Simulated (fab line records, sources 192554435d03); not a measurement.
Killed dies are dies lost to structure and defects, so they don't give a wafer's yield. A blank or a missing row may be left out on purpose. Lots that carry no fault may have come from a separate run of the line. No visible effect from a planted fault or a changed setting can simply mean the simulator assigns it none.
Matching of chambers -- flow n5Finfet -- N5_STI_FIN_REVEAL_ALD_14 on aldSin-01 has 4 sister chambers
The step deposits Si3N4, target thk 3 nm. 14 wafers are shown with their chamber, then 7 later ones without.

## WAFERS WITH THEIR CHAMBER
wafer,chamber,heaterPowerW (W)
L075.2,2,902
L075.3,0,844
L075.6,2,897
L076.2,1,831
L076.4,0,842
L076.6,1,836
L081.3,2,914
L081.4,3,1013
L081.6,1,836
L082.1,2,908
L082.2,3,1003
L082.3,0,890
L082.4,1,826
L082.5,0,862

SIGNATURES, as means of the wafers listed above
reading,chamber 0,chamber 1,chamber 2,chamber 3,scatter within a chamber
heaterPowerW,859.50,832.25,905.25,1008.00,13.3
Rule: for each reading, subtract the chamber's mean from the wafer's reading, divide by that reading's scatter and square the result; add these up over the readings and take the root, which gives the wafer's distance from the chamber. The wafer belongs to the nearest chamber; if the next one is less than 2 further off, it can't be placed. The scatter is the square root of a quotient: the sum, over the shown wafers, of each reading's squared deviation from its chamber's mean, divided by wafers minus chambers.

## WAFERS WHOSE CHAMBER IS MISSING
wafer,heaterPowerW (W)
L082.6,999
L089.1,1004
L089.2,814
L089.3,839
L091.2,791
L091.3,865
L091.5,836

## CHAMBER TAKEN BY EACH
wafer,from the rows above,in truth
L082.6,3,3
L089.1,3,3
L089.2,1,1
L089.3,can't be placed: 1 or 0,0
L091.2,1,1
L091.3,0,0
L091.5,can't be placed: 1 or 0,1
Placed correctly: 5 of 7. Unplaceable from these rows: 2, with the true chamber sitting among the candidates in 2. Number placed wrongly: 0.
